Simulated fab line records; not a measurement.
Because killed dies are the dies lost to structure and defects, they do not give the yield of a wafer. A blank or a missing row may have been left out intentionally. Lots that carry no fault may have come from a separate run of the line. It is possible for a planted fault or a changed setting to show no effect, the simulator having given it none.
The tool behind it: which one?	flow n5_finfet	9 lots with 26 wafers sampled at 7 steps, on a route of 1938 steps

WHAT THE GAUGES SHOWED, per wafer
N5_BEOL_M10_OVL_MEAS_12.
lot	measured	on	M10_OVL (nm)
L553	day 9 07:35	overlay-01	0.8 -0.4 -0.3
L556	day 10 06:57	overlay-02	-1.8 -0.8 -0.7
L561	day 12 00:17	overlay-01	0.3 0.0 -1.2
L562	day 12 02:20	overlay-01	-0.4 -0.1
L565	day 13 09:37	overlay-02	-0.8 -0.5 0.4
L566	day 13 10:17	overlay-02	-0.1 -0.1 0.3
L567	day 13 17:05	overlay-01	0.4 0.8 -0.5
L575	day 15 21:33	overlay-01	0.1 -0.1 0.0
L576	day 16 04:55	overlay-02	-1.7 -0.2 0.4

N5_BEOL_M10_OCD_MEAS_38.
lot	measured	on	trench_depth_nm (nm)
L553	day 9 11:59	ocd-02	149.3 150.9 150.5
L556	day 10 09:06	ocd-02	148.1 146.3 147.0
L561	day 12 02:04	ocd-02	145.1 149.4 152.2
L562	day 12 04:41	ocd-02	146.1 148.1
L565	day 13 12:14	ocd-02	151.0 150.7 178.2
L566	day 13 12:42	ocd-02	149.1 150.0 146.6
L567	day 13 19:10	ocd-01	145.8 150.4 178.7
L575	day 16 00:08	ocd-01	148.5 147.6 149.0
L576	day 16 06:29	ocd-01	148.0 146.3 147.7

N5_BEOL_M10_THK_MEAS_53: measures by xrf.
lot	measured	on	M10_THK (nm)
L553	day 9 14:38	film_metro-01	134.7 137.9 138.8
L556	day 10 11:29	film_metro-02	135.8 133.6 132.7
L561	day 12 05:44	film_metro-01	130.9 136.7 139.2
L562	day 12 07:25	film_metro-02	131.5 134.1
L565	day 13 14:17	film_metro-01	138.7 137.3 165.1
L566	day 13 15:54	film_metro-01	138.9 136.3 133.3
L567	day 13 21:41	film_metro-01	131.2 135.5 163.9
L575	day 16 03:19	film_metro-01	133.6 132.9 136.2
L576	day 16 09:02	film_metro-01	135.2 133.7 135.3

N5_BEOL_M10_RS_MEAS_57: the measuring method here is four-point-probe.
lot	measured	on	M10_RS (ohm/sq)
L553	day 9 14:46	film_metro-02	0.1523 0.1478 0.1469
L556	day 10 11:40	film_metro-01	0.1505 0.1530 0.1535
L561	day 12 05:52	film_metro-02	0.1569 0.1502 0.1467
L562	day 12 07:33	film_metro-02	0.1560 0.1524
L565	day 13 14:25	film_metro-01	0.1469 0.1483 0.1218
L566	day 13 16:02	film_metro-01	0.1477 0.1508 0.1543
L567	day 13 21:49	film_metro-01	0.1557 0.1506 0.1222
L575	day 16 03:26	film_metro-02	0.1520 0.1532 0.1484
L576	day 16 09:10	film_metro-02	0.1517 0.1536 0.1513

WHICH TOOL RAN EACH LOT (tool, then ch and the chambers of the sampled wafers, then the start)
lot	N5_BEOL_M10_HM_OPEN_17	N5_BEOL_M10_TRENCH_ETCH_37	N5_BEOL_M10_DEGAS_44
L553	rie_metal-01 ch 0,1, day 9 07:57	rie_diel-02 ch 0,1,2, day 9 11:49	pvd_sputter-01, day 9 12:45
L556	rie_metal-03 ch 1, day 10 07:17	rie_diel-01 ch 2,3, day 10 08:55	pvd_sputter-01, day 10 09:55
L561	rie_metal-02 ch 0, day 12 00:37	rie_diel-06 ch 0,1,2, day 12 01:53	pvd_sputter-03, day 12 04:16
L562	rie_metal-02 ch 0, day 12 03:06	rie_diel-06 ch 1,3, day 12 04:29	pvd_sputter-01, day 12 05:22
L565	rie_metal-02 ch 0,1, day 13 10:10	rie_diel-06 ch 0,2,3, day 13 12:03	pvd_sputter-03, day 13 12:49
L566	rie_metal-02 ch 0,1, day 13 10:40	rie_diel-02 ch 0,1, day 13 12:31	pvd_sputter-02, day 13 13:30
L567	rie_metal-01 ch 0,1, day 13 17:39	rie_diel-06 ch 0,1,3, day 13 18:59	pvd_sputter-03, day 13 19:51
L575	rie_metal-01 ch 0,1, day 15 21:53	rie_diel-02 ch 2,3, day 15 23:57	pvd_sputter-02, day 16 00:58
L576	rie_metal-03 ch 0,1, day 16 05:15	rie_diel-02 ch 1,2,3, day 16 06:18	pvd_sputter-02, day 16 07:30
- N5_BEOL_M10_HM_OPEN_17: chemistry Cl2/BCl3, target TiN, target depth 20 nm, overetch 6 nm.
- N5_BEOL_M10_TRENCH_ETCH_37: etches SiCOH lowk in C4F6/O2, target depth 148.83 nm, time 48 s.
- N5_BEOL_M10_DEGAS_44: time 60 s.

WHAT THE TOOLS THEMSELVES READ (means of the sampled wafers that have a number; where no wafer has one, the mark that the record gives instead)
N5_BEOL_M10_HM_OPEN_17.
lot	tool	drypump_motor_current_A (A)	oes_product_au (a.u.)	throttle_valve_pct (%)
L553	rie_metal-01	5.55	0.62	22.04
L556	rie_metal-03	5.59	0.52	22.30
L561	rie_metal-02	5.86	0.73	22.30
L562	rie_metal-02	5.83	0.73	22.30
L565	rie_metal-02	5.79	0.75	22.19
L566	rie_metal-02	5.80	0.74	22.20
L567	rie_metal-01	5.46	0.63	22.08
L575	rie_metal-01	5.54	0.58	22.11
L576	rie_metal-03	5.57	0.78	22.20

N5_BEOL_M10_TRENCH_ETCH_37.
lot	tool	C4F6_flow_sccm (sccm)	drypump_motor_current_A (A)	oes_ar_750_au (a.u.)	oes_f_703_au (a.u.)	oes_o_777_au (a.u.)	oes_product_au (a.u.)	rf_fwd_power_W (W)	rf_vpp_V (V)	showerhead_plenum_p_Torr (Torr)	throttle_valve_pct (%)
L553	rie_diel-02	10.00	5.7	0.83	0.85	0.84	0.82	339.7	658	2.91	20.68
L556	rie_diel-01	9.98	5.9	0.85	0.85	0.86	0.85	340.2	665	2.77	20.83
L561	rie_diel-06	9.98	5.8	0.82	0.82	0.83	0.82	342.3	670	2.91	20.97
L562	rie_diel-06	10.02	6.0	0.80	0.80	0.80	0.79	342.8	672	2.85	20.91
L565	rie_diel-06	10.00	5.3	0.91	1.04	1.01	0.86	412.0	627	2.99	20.96
L566	rie_diel-02	9.95	5.7	0.80	0.81	0.81	0.80	340.3	659	2.86	20.67
L567	rie_diel-06	9.98	5.7	0.88	1.01	0.97	0.83	411.1	626	2.89	20.93
L575	rie_diel-02	10.01	5.1	0.76	0.77	0.77	0.76	340.8	660	2.80	20.96
L576	rie_diel-02	9.98	5.4	0.76	0.78	0.78	0.76	340.0	659	2.84	20.85

N5_BEOL_M10_DEGAS_44.
lot	tool	heater_power_w (W)
L553	pvd_sputter-01	358
L556	pvd_sputter-01	326
L561	pvd_sputter-03	319
L562	pvd_sputter-01	348
L565	pvd_sputter-03	298
L566	pvd_sputter-02	334
L567	pvd_sputter-03	292
L575	pvd_sputter-02	334
L576	pvd_sputter-02	329

THE ANSWER, worked out from the rows above alone
Rule: the lots themselves supply what counts as usual. The widest of any qualifying gaps counts: lots, ordered by their means at a reading, are off when they make up no more than a third of the lots, leave a main group of 4 or more, and stand apart from it by 3 or more times the standard deviation of that group's means. A main group whose means are all the same, to the digits that the tables above print for the reading, isn't used. Also off: a lot with no number at a reading for which 4 or more lots have one. The other lots that the step has rows for count as sound. The gauges are gone through in route order, then the tools' own readings, and for those a lot's mean is taken as printed above. The first step at which some lot is off is used, and at that step the reading that is off furthest; a lot without a number counts as furthest.
Off at N5_BEOL_M10_OCD_MEAS_38 (trench_depth_nm): L565, L567. Main group: mean 148.2 nm, sd 1.1.
If a tool, at a process step before that reading, ran all the lots that are off and no sound lot after the first of them, it fits. Not tried: the gauges at N5_BEOL_M10_OCD_MEAS_38; whatever is off there is also off at N5_BEOL_M10_THK_MEAS_53, on other tools, and gauge error can't account for it. One fits: N5_BEOL_M10_TRENCH_ETCH_37 on rie_diel-06. A fault onset in the window from L562 (day 12 04:29, its last sound lot) to L565 (day 13 12:03, its first lot off) fits.
The tool's own readings at N5_BEOL_M10_TRENCH_ETCH_37 bear it out: on the lots that are off they differ by more than 5 times the standard deviation of the sound lots' means. oes_f_703_au reads 1.02 a.u. there against 0.81 a.u. on the sound lots; oes_o_777_au reads 0.99 a.u. there against 0.81 a.u. on the sound lots; rf_fwd_power_W reads 411.6 W there against 340.9 W on the sound lots; rf_vpp_V reads 626 V there against 663 V on the sound lots.

WHAT HAD BEEN PUT IN BY THE SIMULATOR
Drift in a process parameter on rie_diel-06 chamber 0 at N5_BEOL_M10_TRENCH_ETCH_37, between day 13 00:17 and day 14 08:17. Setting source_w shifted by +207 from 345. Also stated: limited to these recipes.
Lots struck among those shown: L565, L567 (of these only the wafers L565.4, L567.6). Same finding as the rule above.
